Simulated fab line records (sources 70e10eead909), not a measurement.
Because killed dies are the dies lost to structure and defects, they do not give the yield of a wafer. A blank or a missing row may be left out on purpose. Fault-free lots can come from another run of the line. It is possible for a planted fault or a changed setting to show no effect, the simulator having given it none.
fab line records | flow nand-harc
[record] lots = 6 | wafers = 18 | last-day = 30
route steps=1302 shown A_CONTACT@1072 END@1302
lots untouched by any fault: they come from a run of this same line in which no faults occurred
start-h: hours from the record's first day to the start of the lot's first wafer shown | wait-h: hours from the lot's prior step to this one | " same as the row above | L1.1+2: one row covering several wafers at once | - no value, or no start given | * or withheld: withheld | < > ~ a bound
route shown NAME@n: a module of which the file shows steps, and the number in the route of the first | usual: the fault-free wafers' mean and standard deviation | same: alike in all rows | chamber/n: place in a boat | sites: each site's reading | _std_site: the standard deviation of these | _edge_site: mean of outer sites minus mean of inner sites | radius-mm: for every site, how far away it sits from the centre of the wafer | mask NAME#n: copy n | behind: the tool/chamber that last shaped the wafer | hold: the reason the lot was held/the length of the hold in hours/how it ended | device: the transistor (n, p or np) that didn't switch | end of line: the tests these same wafers got at the end of their route | a step given without rows: its recipe and nothing more | killed: the dies lost at the first sort to structure and to defects; this is not the yield of the wafer | map: per-die view of a wafer (x killed, . not killed, _ where there is no die)
set.NAME: the setting the step ran with; set.NAME@STEP: the setting that earlier step ran with | model.NAME: the simulator's own value behind a step, which no gauge read
certain route steps with their lots: each step a table, each wafer a row
services: a tool's chamber out of use, with start hour (start-h, from the record's first day; less than 0 if before it), hours out, and reason
[[steps]]
[step NHARC_A_CONTACT_COAT_02]
[recipe] spin-rpm = 1500 | resist-thk-nm = 90
[step NHARC_A_CONTACT_SOFTBAKE_03]
[recipe] temp-c = 105 | time-s = 55
[step NHARC_A_CONTACT_EBR_04]
[step NHARC_A_CONTACT_EXPOSE_05]
[recipe] na = 1.35 | sigma-outer = 0.8 | dose-mj = 84.24 | mask-id = A_CC
[step NHARC_A_CONTACT_PEB_06]
[recipe] peb-temp-c = 100 | peb-time-s = 65
[step NHARC_A_CONTACT_DEVELOP_07]
[recipe] develop-time-s = 35 | dev-temp-c = 23
[step NHARC_A_CONTACT_CD_MEAS_08]
[recipe] target-cd-nm = 200 | landing-energy-ev = 500
[usual] cd-nm = 200.0/0.74
lot.wafer | tool      | chamber | start-h | wait-h | cd-nm
L108.2    | cd-sem-03 | 0       | 525.47  | -      | 200.9
L108.3    | "         | 0       | "       | "      | 200.4
L108.5    | "         | 0       | "       | "      | 199.6
L110.4    | cd-sem-01 | 0       | 542.79  | -      | 200.1
L110.5    | "         | 0       | "       | "      | 200.0
L110.6    | "         | 0       | "       | "      | 200.7
L116.3    | cd-sem-03 | 0       | 583.97  | -      | 200.4
L116.4    | "         | 0       | "       | "      | 199.3
L116.5    | "         | 0       | "       | "      | 200.5
L117.3    | cd-sem-02 | 0       | 599.53  | -      | 199.8
L117.4    | "         | 0       | "       | "      | 199.9
L117.5    | "         | 0       | "       | "      | 199.7
L125.1    | cd-sem-01 | 0       | 663.06  | -      | 198.7
L125.2    | "         | 0       | "       | "      | 199.3
L125.4    | "         | 0       | "       | "      | 198.4
L124.2    | cd-sem-03 | 0       | 664.70  | -      | 200.5
L124.5    | "         | 0       | "       | "      | 200.9
L124.6    | "         | 0       | "       | "      | 200.4
[step NHARC_A_CONTACT_OVL_MEAS_09]
[usual] overlay-x-nm = 0.0/0.87 | overlay-y-nm = 0.1/0.93
lot.wafer | tool       | chamber | start-h | wait-h | overlay-x-nm | overlay-y-nm
L108.2    | overlay-01 | -       | 525.56  | -      | -0.3         | 0.0
L108.3    | "          | -       | "       | "      | -0.7         | -0.4
L108.5    | "          | -       | "       | "      | -0.9         | 0.1
L110.4    | overlay-02 | -       | 542.88  | -      | 0.4          | -1.6
L110.5    | "          | -       | "       | "      | 1.5          | -2.0
L110.6    | "          | -       | "       | "      | 0.9          | -1.1
L116.3    | overlay-02 | -       | 584.05  | -      | 0.7          | -0.6
L116.4    | "          | -       | "       | "      | 0.5          | -0.1
L116.5    | "          | -       | "       | "      | -0.3         | 0.5
L117.3    | overlay-02 | -       | 599.62  | -      | 0.1          | -0.9
L117.4    | "          | -       | "       | "      | -0.1         | -0.9
L117.5    | "          | -       | "       | "      | -0.8         | 0.0
L125.1    | overlay-01 | -       | 663.15  | -      | 0.8          | 0.7
L125.2    | "          | -       | "       | "      | 0.1          | 0.9
L125.4    | "          | -       | "       | "      | 0.6          | 0.4
L124.2    | overlay-01 | -       | 664.79  | -      | -0.6         | 1.2
L124.5    | "          | -       | "       | "      | -0.1         | 0.6
L124.6    | "          | -       | "       | "      | -0.4         | 0.9
[step NHARC_A_CONTACT_INSPECT_10]
[usual] raw-defect-count = 78/38
lot.wafer | tool              | chamber | start-h | wait-h | raw-defect-count
L108.2    | defect-inspect-01 | -       | 525.60  | 0.0    | 57
L108.3    | "                 | -       | "       | "      | 59
L108.5    | "                 | -       | "       | "      | 63
L110.4    | defect-inspect-02 | -       | 542.91  | 0.0    | 26
L110.5    | "                 | -       | "       | "      | 28
L110.6    | "                 | -       | "       | "      | 33
L116.3    | defect-inspect-02 | -       | 584.09  | 0.0    | 122
L116.4    | "                 | -       | "       | "      | 138
L116.5    | "                 | -       | "       | "      | 124
L117.3    | defect-inspect-02 | -       | 599.65  | 0.0    | 35
L117.4    | "                 | -       | "       | "      | 35
L117.5    | "                 | -       | "       | "      | 36
L125.1    | defect-inspect-01 | -       | 663.18  | 0.0    | 126
L125.2    | "                 | -       | "       | "      | 119
L125.4    | "                 | -       | "       | "      | 108
L124.2    | defect-inspect-02 | -       | 664.82  | 0.0    | 56
L124.5    | "                 | -       | "       | "      | 53
L124.6    | "                 | -       | "       | "      | 52
[step NHARC_A_CONTACT_DESCUM_13]
[recipe] time-s = 3 | o2-flow-sccm = 200 | ar-flow-sccm = 0 | bias-power-w = 0 | chemistry = O2
[usual] drypump-motor-current-A = 5.8/0.36 | oes-product-au = 0.996/0.012 | rf-vpp-V = 57.6/1 | showerhead-plenum-p-Torr = 1.87/0.1 | throttle-valve-pct = 11.311/0.0089
lot.wafer | tool        | chamber | start-h | wait-h | drypump-motor-current-A | oes-product-au | rf-hours-counter-h | rf-vpp-V | showerhead-plenum-p-Torr | throttle-valve-pct
L108.3    | rie-diel-06 | 0       | 525.75  | 0.2    | 5.7                     | 0.996          | 11                 | 58.6     | 1.96                     | 11.323
L108.2    | "           | 1       | "       | "      | 6.8                     | 0.988          | 9                  | 59.1     | 2.04                     | 11.319
L108.5    | "           | 2       | "       | "      | 5.2                     | 0.983          | -                  | 58.8     | 2.06                     | 11.313
L110.6    | rie-diel-02 | 2       | 543.01  | 0.1    | 5.8                     | 1.011          | -                  | 57.1     | 1.77                     | 11.308
L110.4    | "           | 0       | "       | "      | 6.0                     | 0.985          | -                  | 58.5     | 2.03                     | 11.315
L110.5    | "           | 1       | "       | "      | 5.7                     | 0.999          | -                  | 57.2     | 1.79                     | 11.312
L116.3    | rie-diel-02 | 3       | 584.15  | 0.1    | 5.9                     | 0.987          | 1                  | 57.4     | 1.79                     | 11.309
L116.4    | "           | 1       | "       | "      | 5.7                     | 0.987          | 1                  | 57.7     | 1.79                     | 11.306
L116.5    | "           | 0       | "       | "      | 6.0                     | 0.995          | -                  | 58.5     | 2.02                     | 11.309
L117.3    | rie-diel-01 | 0       | 599.71  | 0.1    | 5.1                     | 1.002          | 15                 | 57.4     | 1.87                     | 11.312
L117.4    | "           | 3       | "       | "      | 5.2                     | 0.983          | 14                 | 56.5     | 1.79                     | 11.308
L117.5    | "           | 0       | "       | "      | 5.0                     | 1.005          | -                  | 57.0     | 1.87                     | 11.308
L125.1    | rie-diel-02 | 0       | 663.24  | 0.1    | 6.0                     | 1.003          | 15                 | 57.7     | 2.02                     | 11.330
L125.2    | "           | 2       | "       | "      | 5.8                     | 1.010          | 16                 | 57.4     | 1.77                     | 11.317
L125.4    | "           | 3       | "       | "      | 5.9                     | 0.982          | 13                 | 57.1     | 1.79                     | 11.311
L124.2    | rie-diel-02 | 3       | 664.91  | 0.1    | 5.8                     | 0.983          | 14                 | 57.2     | 1.79                     | 11.315
L124.5    | "           | 0       | "       | "      | 6.0                     | 1.000          | -                  | 59.4     | 2.02                     | 11.305
L124.6    | "           | 1       | "       | "      | 5.7                     | 1.003          | -                  | 56.5     | 1.78                     | 11.299
[step NHARC_A_CONTACT_ETCH_88]
[recipe] target-depth-a = 390 | over-etch-frac = 0.3 | time-s = 65 | ion-energy-ev = 80 | cf4-flow-sccm = 150 | ar-flow-sccm = 0 | rf-w = 300 | bias-w = 100 | chemistry = CF4
[usual] drypump-motor-current-A = 5.8/0.37 | oes-product-au = 0.996/0.012 | rf-vpp-V = 150.7/1.3 | showerhead-plenum-p-Torr = 1.72/0.088 | throttle-valve-pct = 13.284/0.0091
lot.wafer | tool        | chamber | start-h | wait-h | drypump-motor-current-A | oes-product-au | rf-hours-counter-h | rf-vpp-V | showerhead-plenum-p-Torr | throttle-valve-pct
L108.2    | rie-diel-06 | 1       | 525.91  | 0.1    | 6.7                     | 0.994          | 9                  | 151.7    | 1.87                     | 13.286
L108.3    | "           | 3       | "       | "      | 6.0                     | 1.024          | 12                 | 151.6    | 1.80                     | 13.280
L108.5    | "           | 1       | "       | "      | 6.7                     | 0.991          | -                  | 152.2    | 1.87                     | 13.282
L110.5    | rie-diel-02 | 1       | 543.10  | 0.1    | 5.7                     | 1.007          | -                  | 151.3    | 1.66                     | 13.279
L110.4    | "           | 2       | "       | "      | 5.8                     | 1.017          | -                  | 151.1    | 1.65                     | 13.288
L110.6    | "           | 0       | "       | "      | 6.0                     | 0.990          | -                  | 151.1    | 1.87                     | 13.278
L116.4    | rie-diel-02 | 1       | 584.23  | 0.1    | 5.7                     | 0.992          | 1                  | 151.0    | 1.66                     | 13.283
L116.3    | "           | 0       | "       | "      | 5.9                     | 1.003          | 1                  | 153.1    | 1.86                     | 13.293
L116.5    | "           | 2       | "       | "      | 5.8                     | 1.008          | -                  | 149.6    | 1.65                     | 13.281
L117.4    | rie-diel-01 | 1       | 599.81  | 0.1    | 6.4                     | 0.971          | 14                 | 151.6    | 1.80                     | 13.297
L117.3    | "           | 3       | "       | "      | 5.2                     | 0.983          | 14                 | 149.7    | 1.66                     | 13.279
L117.5    | "           | 1       | "       | "      | 6.4                     | 0.985          | -                  | 150.3    | 1.80                     | 13.297
L125.2    | rie-diel-02 | 3       | 663.33  | 0.1    | 5.9                     | 0.978          | 13                 | 149.6    | 1.66                     | 13.288
L125.1    | "           | 0       | "       | "      | 6.0                     | 0.998          | 15                 | 152.0    | 1.86                     | 13.290
L125.4    | "           | 2       | "       | "      | 5.8                     | 1.008          | 16                 | 150.0    | 1.64                     | 13.306
L124.2    | rie-diel-02 | 2       | 664.97  | 0.1    | 5.8                     | 1.005          | 16                 | 150.4    | 1.64                     | 13.281
L124.6    | "           | 2       | "       | "      | 5.8                     | 1.004          | -                  | 150.3    | 1.64                     | 13.271
L124.5    | "           | 3       | "       | "      | 5.8                     | 0.989          | -                  | 149.3    | 1.66                     | 13.290
[step NHARC_A_CONTACT_ETCH_89]
[recipe] target-depth-a = 2600 | over-etch-frac = 0.3 | time-s = 475.3 | ion-energy-ev = 200 | n2-flow-sccm = 150 | h2-flow-sccm = 150 | ar-flow-sccm = 0 | rf-w = 400 | bias-w = 150 | chemistry = N2/H2
[usual] drypump-motor-current-A = 5.8/0.38 | oes-product-au = 0.995/0.012 | rf-vpp-V = 429/3.2 | showerhead-plenum-p-Torr = 1.98/0.11 | throttle-valve-pct = 14.172/0.0081
lot.wafer | tool        | chamber | start-h | wait-h | drypump-motor-current-A | oes-product-au | rf-hours-counter-h | rf-vpp-V | showerhead-plenum-p-Torr | throttle-valve-pct
L108.2    | rie-diel-06 | 1       | -       | -      | 6.8                     | 0.983          | 9                  | 435      | 2.17                     | 14.169
L108.3    | "           | 2       | "       | "      | 5.3                     | 0.996          | 11                 | 435      | 2.20                     | 14.162
L108.5    | "           | 1       | "       | "      | 6.8                     | 0.988          | -                  | 435      | 2.17                     | 14.173
L110.5    | rie-diel-02 | 2       | -       | -      | 5.8                     | 1.009          | -                  | 427      | 1.89                     | 14.180
L110.4    | "           | 0       | "       | "      | 6.0                     | 0.992          | -                  | 436      | 2.16                     | 14.164
L110.6    | "           | 1       | "       | "      | 5.7                     | 1.003          | -                  | 426      | 1.90                     | 14.177
L116.4    | rie-diel-02 | 1       | -       | -      | 5.7                     | 1.001          | 1                  | 427      | 1.90                     | 14.163
L116.3    | "           | 3       | "       | "      | 5.9                     | 0.986          | 2                  | 426      | 1.91                     | 14.168
L116.5    | "           | 1       | "       | "      | 5.7                     | 1.001          | -                  | 426      | 1.90                     | 14.164
L117.4    | rie-diel-01 | 0       | -       | -      | 5.1                     | 0.997          | 15                 | 429      | 1.99                     | 14.175
L117.3    | "           | 1       | "       | "      | 6.4                     | 0.975          | 14                 | 431      | 2.07                     | 14.157
L117.5    | "           | 1       | "       | "      | 6.4                     | 0.981          | -                  | 431      | 2.08                     | 14.170
L125.1    | rie-diel-02 | 1       | -       | -      | 5.7                     | 0.993          | 16                 | 428      | 1.90                     | 14.174
L125.2    | "           | 2       | "       | "      | 5.8                     | 0.990          | 16                 | 425      | 1.88                     | 14.166
L125.4    | "           | 3       | "       | "      | 5.9                     | 0.976          | 14                 | 427      | 1.90                     | 14.155
L124.2    | rie-diel-02 | 0       | -       | -      | 6.0                     | 1.000          | 16                 | 433      | 2.16                     | 14.174
L124.5    | "           | 2       | "       | "      | 5.8                     | 1.002          | -                  | 425      | 1.88                     | 14.171
L124.6    | "           | 3       | "       | "      | 5.9                     | 0.981          | -                  | 428      | 1.90                     | 14.177
[step NHARC_A_CONTACT_ETCH_30]
[recipe] target-depth-a = 726 | time-s = 36.3 | cf4-flow-sccm = 100 | chf3-flow-sccm = 30 | ar-flow-sccm = 0 | rf-w = 500 | bias-w = 200 | chemistry = CF4/CHF3
[usual] drypump-motor-current-A = 5.8/0.36 | oes-product-au = 0.929/0.018 | rf-vpp-V = 369.2/2.6 | showerhead-plenum-p-Torr = 1.53/0.077 | throttle-valve-pct = 16.802/0.0095
lot.wafer | tool        | chamber | start-h | wait-h | drypump-motor-current-A | oes-product-au | rf-hours-counter-h | rf-vpp-V | showerhead-plenum-p-Torr | throttle-valve-pct
L108.3    | rie-diel-06 | 0       | 526.39  | -      | 5.8                     | 0.928          | 11                 | 371.3    | 1.61                     | 16.804
L108.2    | "           | 2       | "       | "      | 5.2                     | 0.932          | 11                 | 374.2    | 1.68                     | 16.797
L108.5    | "           | 3       | "       | "      | 6.0                     | 0.945          | -                  | 372.5    | 1.60                     | 16.793
L110.6    | rie-diel-02 | 2       | 543.61  | -      | 5.8                     | 0.932          | -                  | 365.9    | 1.47                     | 16.796
L110.4    | "           | 0       | "       | "      | 6.0                     | 0.917          | -                  | 373.6    | 1.66                     | 16.802
L110.5    | "           | 1       | "       | "      | 5.7                     | 0.924          | -                  | 366.6    | 1.48                     | 16.784
L116.3    | rie-diel-02 | 1       | 584.67  | -      | 5.7                     | 0.926          | 1                  | 367.1    | 1.48                     | 16.804
L116.4    | "           | 0       | "       | "      | 6.0                     | 0.918          | 1                  | 372.4    | 1.66                     | 16.817
L116.5    | "           | 2       | "       | "      | 5.8                     | 0.934          | -                  | 367.4    | 1.46                     | 16.812
L117.4    | rie-diel-01 | 1       | 600.24  | -      | 6.4                     | 0.913          | 15                 | 372.6    | 1.60                     | 16.796
L117.3    | "           | 3       | "       | "      | 5.2                     | 0.909          | 14                 | 367.4    | 1.48                     | 16.809
L117.5    | "           | 2       | "       | "      | 5.7                     | 0.933          | -                  | 368.0    | 1.50                     | 16.809
L125.4    | rie-diel-02 | 2       | 663.77  | -      | 5.8                     | 0.937          | 16                 | 365.4    | 1.46                     | 16.799
L125.2    | "           | 3       | "       | "      | 5.9                     | 0.913          | 14                 | 367.6    | 1.48                     | 16.782
L125.1    | "           | 0       | "       | "      | 6.0                     | 0.801          | 15                 | 372.7    | 1.66                     | 16.800
L124.2    | rie-diel-02 | 2       | 665.42  | -      | 5.8                     | 0.921          | 17                 | 367.0    | 1.46                     | 16.799
L124.6    | "           | 3       | "       | "      | 5.9                     | 0.908          | -                  | 366.7    | 1.48                     | 16.817
L124.5    | "           | 0       | "       | "      | 6.0                     | 0.801          | -                  | 372.2    | 1.66                     | 16.809
[step NHARC_A_CONTACT_ETCH_31]
[recipe] target-depth-a = 28000 | over-etch-frac = 0.3 | time-s = 728 | ion-energy-ev = 150 | o2-flow-sccm = 400 | cos-flow-sccm = 20 | ar-flow-sccm = 0 | rf-w = 500 | bias-w = 300 | chemistry = O2/COS
[usual] drypump-motor-current-A = 5.8/0.37 | oes-product-au = 0.995/0.012 | rf-vpp-V = 313.0/2.4 | showerhead-plenum-p-Torr = 3.04/0.16 | throttle-valve-pct = 28.330/0.0093
lot.wafer | tool        | chamber | start-h | wait-h | drypump-motor-current-A | oes-product-au | rf-hours-counter-h | rf-vpp-V | showerhead-plenum-p-Torr | throttle-valve-pct
L108.3    | rie-diel-06 | 3       | -       | -      | 6.0                     | 1.014          | 12                 | 315.6    | 3.18                     | 28.300
L108.2    | "           | 2       | "       | "      | 5.3                     | 0.979          | 11                 | 317.7    | 3.34                     | 28.335
L108.5    | "           | 0       | "       | "      | 5.8                     | 0.995          | -                  | 314.4    | 3.20                     | 28.346
L110.5    | rie-diel-02 | 1       | -       | -      | 5.7                     | 0.999          | -                  | 311.6    | 2.93                     | 28.328
L110.4    | "           | 2       | "       | "      | 5.8                     | 1.008          | -                  | 311.3    | 2.91                     | 28.331
L110.6    | "           | 0       | "       | "      | 6.0                     | 0.992          | -                  | 316.4    | 3.30                     | 28.328
L116.4    | rie-diel-02 | 3       | -       | -      | 5.9                     | 0.985          | 2                  | 310.5    | 2.93                     | 28.329
L116.3    | "           | 0       | "       | "      | 6.0                     | 1.002          | 1                  | 316.5    | 3.29                     | 28.319
L116.5    | "           | 2       | "       | "      | 5.8                     | 1.013          | -                  | 311.1    | 2.90                     | 28.319
L117.4    | rie-diel-01 | 3       | -       | -      | 5.2                     | 0.992          | 15                 | 311.2    | 2.93                     | 28.340
L117.3    | "           | 2       | "       | "      | 5.7                     | 1.011          | 7                  | 312.1    | 2.97                     | 28.339
L117.5    | "           | 0       | "       | "      | 5.1                     | 1.010          | -                  | 313.1    | 3.05                     | 28.315
L125.4    | rie-diel-02 | 3       | -       | -      | 5.9                     | 0.985          | 14                 | 310.3    | 2.93                     | 28.328
L125.2    | "           | 0       | "       | "      | 6.0                     | 1.010          | 15                 | 317.8    | 3.28                     | 28.318
L125.1    | "           | 2       | "       | "      | 5.8                     | 0.997          | 16                 | 311.9    | 2.90                     | 28.334
L124.2    | rie-diel-02 | 3       | -       | -      | 5.9                     | 0.995          | 14                 | 312.0    | 2.93                     | 28.343
L124.5    | "           | 1       | "       | "      | 5.7                     | 1.010          | -                  | 311.2    | 2.92                     | 28.324
L124.6    | "           | 2       | "       | "      | 5.8                     | 1.006          | -                  | 310.3    | 2.90                     | 28.344
[step NHARC_END_SORT_01]
[recipe] temp-c = 25
[usual] killed-at-array = 47/18 | killed-at-other = 0.9/1.1 | killed-at-periphery = 4/3.1 | killed-dies = 52/18 | killed-open = 3.1/1.5 | killed-short = 2.4/1.5
[same] gross-dies = 677
lot.wafer | tool      | chamber | start-h | wait-h | killed-at-array | killed-at-other | killed-at-periphery | killed-dies | killed-open | killed-short
L116.4    | prober-01 | 0       | 641.97  | 3.4    | 68              | 0               | 11                  | 79          | 5           | 2
L124.5    | prober-01 | 0       | 717.30  | 3.8    | 272             | 5               | 3                   | 280         | 3           | 3
L125.1    | prober-02 | 0       | 719.40  | 2.5    | 267             | 0               | 2                   | 269         | 2           | 1
// killed by level:class
L116.4 A_SLIT:chamber-film-flake=26 A_CHANNEL_HOLE_D2:chamber-film-flake=16 A_CONTACT:chamber-film-flake=6 P_STI:chamber-film-flake=5 P_CONTACT:chamber-film-flake=5 A_DECK1_JOINT:chamber-film-flake=5 A_WL_FILL:geometric-particle:open=2 A_STAIRCASE:chamber-film-flake=2
L124.5 A_CONTACT:area-etch=227 A_CHANNEL_HOLE_D2:chamber-film-flake=17 A_CHANNEL_HOLE_D1:chamber-film-flake=11 A_SLIT:chamber-film-flake=4 THIN_TSV:chamber-film-flake=4 P_GATE:chamber-film-flake=3 A_STAIRCASE:chamber-film-flake=3 A_CHANNEL_FILL_D2:chamber-film-flake=2
L125.1 A_CONTACT:area-etch=214 A_SLIT:chamber-film-flake=24 A_CHANNEL_HOLE_D1:chamber-film-flake=14 A_CONTACT:chamber-film-flake=5 A_DECK1_JOINT:chamber-film-flake=3 A_STAIRCASE:chamber-film-flake=3 P_M0:geometric-particle:open=1 A_CHANNEL_HOLE_D1:geometric-particle:open=1
// map L124.5 (x killed, . not)
____________x____________
_________xxxxxxx_________
_______xxxxxxxxxxx_______
______xx.xxxxxxx.xx______
_____x.xxxx.xxxxxxxx_____
____xx.xxxx.xx..xx..x____
____xxx.x.x...xxxxx..____
___xxx..xxx.....x.x.xx___
___xx.xxxx...x...x.xx.___
__xx..x...xx...xx.xx..x__
__xx..x..x.x....xx..x.x__
_xx..x..x...xx..x...x.xx_
_xx..x.x.........x....xx_
_.xxx..x..............x._
_xx...x..x.x..xx.....xxx_
_xxxxx.xx..............x_
x..x..x...............x.x
xx.x......x......x..xx..x
xxx...............x.x.xx.
x.xx....x......x.x....x.x
xx..x.x....x........xxx..
_.x..xx.......x..x.x..xx_
_xx..x...........x.xx..._
_.x..x.x...........x...._
_x..x.x.....x.x....xx.x._
_x......x....x..x..x...x_
__..xx................x__
__xx.x..x.x...x.x..x.x.__
___xx.x.x.x..xx.x..xxx___
___.xx.xx.x.......xxxx___
____x..x..xx..x...xx.____
____x.xx.x.x....x..xx____
_____xxxx........x.x_____
______.xx.x.xx.....______
_______xxxx....xx._______
_________xx.xxx._________
____________.____________
// map L125.1 (x killed, . not)
____________x____________
_________xx.x.x._________
_______xxx..xxxxxx_______
______.xx.x.xx...xx______
_____.x.x.x.xx.xx..x_____
____.x.x.xx....x.x..x____
____x..x..xxxxx...xx.____
___.x..x.x.x.x....x...___
___.....xx..xx.x..x.x.___
__xx..x.x...xxx....x...__
__xx.......x..xxx..xx.x__
_...xx.xx.xx.x.xxx.x...x_
_x.x....xx.....x.xx..xx._
_xx......x.x.....x...x.._
_.x..xx......xx..xx....._
_x..x.x...xxx.x.xxx..x.._
x.x...xxxxxx....x.xxx..x.
..x.xxx.xxx....xx....xx..
........x.xx..x.x.x...xx.
xx...xx.xx..xx.xx...xx...
...x.....x..x.xx.x.......
_.x.x....x...xx...xxx..x_
_x..x..x...x.x.......x.._
_....x....x.xx........x._
_xxxx.............x.xx.._
_xxx..x.xx..x..x..xx...._
__xxx.x.....x.....x....__
__.x.....x.....x...xxx.__
___xx.xx.xxxx.........___
___xxx.xx....x..x.x...___
____x..xx........xxxx____
____xxxxxx...........____
_____xxxxx.x.....x.._____
______xxxx......x..______
_______xxx.x......_______
_________xx..xxx_________
____________.____________
[[services]]
tool        | chamber | start-h | hours | kind
rie-diel-02 | 0       | 525.81  | -     | clean
rie-diel-02 | 1       | 525.81  | -     | clean
rie-diel-02 | 2       | 525.81  | -     | clean
rie-diel-02 | 3       | 525.81  | -     | clean
rie-diel-02 | 3       | 533.19  | 15.8  | repair
rie-diel-02 | 0       | 550.63  | -     | clean
rie-diel-02 | 1       | 550.63  | -     | clean
rie-diel-02 | 2       | 550.63  | -     | clean
rie-diel-02 | 3       | 550.63  | -     | clean
rie-diel-01 | -       | 558.16  | 9.0   | pm
rie-diel-02 | -       | 571.27  | 9.0   | pm
rie-diel-02 | 0       | 571.27  | 9.0   | vent-cycle
rie-diel-02 | 1       | 571.27  | 9.0   | vent-cycle
rie-diel-02 | 2       | 571.27  | 9.0   | vent-cycle
rie-diel-02 | 3       | 571.27  | 9.0   | vent-cycle
rie-diel-02 | 0       | 580.27  | -     | clean
rie-diel-02 | 1       | 580.27  | -     | clean
rie-diel-02 | 2       | 580.27  | -     | clean
rie-diel-02 | 3       | 580.27  | -     | clean
rie-diel-02 | 0       | 604.77  | -     | clean
rie-diel-06 | 0       | 608.46  | 4.5   | repair
rie-diel-02 | 3       | 610.42  | 14.1  | repair
rie-diel-01 | 1       | 638.37  | 6.7   | repair
rie-diel-06 | -       | 661.47  | 9.0   | pm
[[key]]
[first-sign] step = NHARC_A_CONTACT_ETCH_30 | reading = oes-product-au | direction = down | sigmas = 7.3 | usual = 0.929 | struck = 0.801
[effect] step = NHARC_END_SORT_01 | reading = killed-at-array | direction = up | sigmas = 13 | usual = 47 | struck = 270
[more-kills-born-at] NHARC_A_CONTACT_ETCH_30@rie-diel-02 = 441
met-at NHARC_A_CONTACT_ETCH_30
struck-wafers L124.5,L125.1
tester-left-out L124,L125
onset-between 584.67 663.77
[fault] kind = process-parameter-drift | tool = rie-diel-02 | chamber = 0 | onset-h = 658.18 | steps = NHARC_A_CONTACT_ETCH_30 | channel = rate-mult | offset = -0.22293 | shape = step | end-h = 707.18
// tester-left-out: of these lots the tester's yield and bins aren't shown, on N5 and GAA mostly nor the transistor test; their killed dies are dies lost to structure and defects alone, not to doping, threshold or leakage, so they don't give the yield
